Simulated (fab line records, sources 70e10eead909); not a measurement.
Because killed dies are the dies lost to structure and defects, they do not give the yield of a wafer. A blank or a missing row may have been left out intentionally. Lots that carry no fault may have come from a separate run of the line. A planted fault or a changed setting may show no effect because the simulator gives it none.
8D (eight disciplines) problem report, filled in by code || flow nand harc || the parts of the form that need people (team, actions taken, sign-off) are left out

## 1. THE ISSUE
At NHARC_P_ZERO_WELL_PEB_35, plate temp C averages 115.88 C over 6 wafers from 2 lots, while fault-free wafers read 117.98 C, standard deviation 0.14. That puts it -15 standard deviations away from the usual mean.
The step: peb time 85 s.
Earliest sighting: wafer L370.1 on litho track-07 at day 3 12:09. The record holds 36 wafers of 12 lots with a number at this step. By rule, "out" or "out of limits" means more than 4 standard deviations away from the usual mean. Any other wafer with a number is counted as sound.

## 2. WHAT IT IS, WHAT IT ISN'T
{"question": "which readings at this step", "is": "plate temp C, heater power total W", "is not": "-"}
{"question": "which lots", "is": "L370, L372", "is not": "L365, L376, L378, L380, L382, L383, L384, L385, L386, L387"}
{"question": "which wafers of those lots", "is": "all that have a number", "is not": "-"}
{"question": "read on which tools", "is": "litho track-07", "is not": "litho track-02, litho track-05"}
{"question": "when", "is": "from day 3 12:09", "is not": "up to then (3 sound wafers); but 27 sound wafers of L376, L378, L380, L382, L383, L384, L385, L386, L387 came after"}

## 3. THE SUSPECTS, EACH WITH WHAT RULES IT OUT
Counting: a tool stays on the suspect list if, at a process step up to the reading, it processed all lots that are out and no sound lot following the first of them.
- litho track-07 at NHARC_P_ZERO_WELL_PEB_35 (peb time 85 s): ruled out as a lasting fault. The sound lots L378, L383, L384, L385, L386 went through it after L370, its earliest lot that is out (day 3 12:09).
Left after counting: nothing in the record.

## 4. THE CAUSE (what the simulator had put in)
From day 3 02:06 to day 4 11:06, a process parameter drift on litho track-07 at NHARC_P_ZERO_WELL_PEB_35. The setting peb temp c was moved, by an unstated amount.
Counting ruled it out, wrongly.

## 5. SEQUENCE OF EFFECTS, ordered by route
Each row: a reading where the mean over the struck wafers with a number is more than 3 standard deviations away from the usual. Scope: only readings with a usual standard deviation given in the record; hours: median across lots of the time from each lot's start at the first step in this table that gives one to its start at this step; sigmas: change in usual standard deviations.
{"hours": 0, "step": "NHARC_P_ZERO_WELL_PEB_35", "reading": "heater power total W", "usual": "163.98 W", "on struck wafers": 160.16, "change": -3.82, "sigmas": -13}
{"hours": 0, "step": "NHARC_P_ZERO_WELL_PEB_35", "reading": "plate temp C", "usual": "117.98 C", "on struck wafers": 115.88, "change": -2.10, "sigmas": -15}
It contains these process steps:
- NHARC_P_ZERO_WELL_PEB_35: peb time 85 s.
Later steps that measure or inspect, where all struck wafers having a row at the step show a number for every such reading and not one has moved that far: NHARC_P_STI_OCD_MEAS_17.

## 6. WHAT WOULD HAVE CAUGHT IT SOONER
In this record the first reading out of limits was taken at day 3 12:09, 10 hours after the fault began at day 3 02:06.
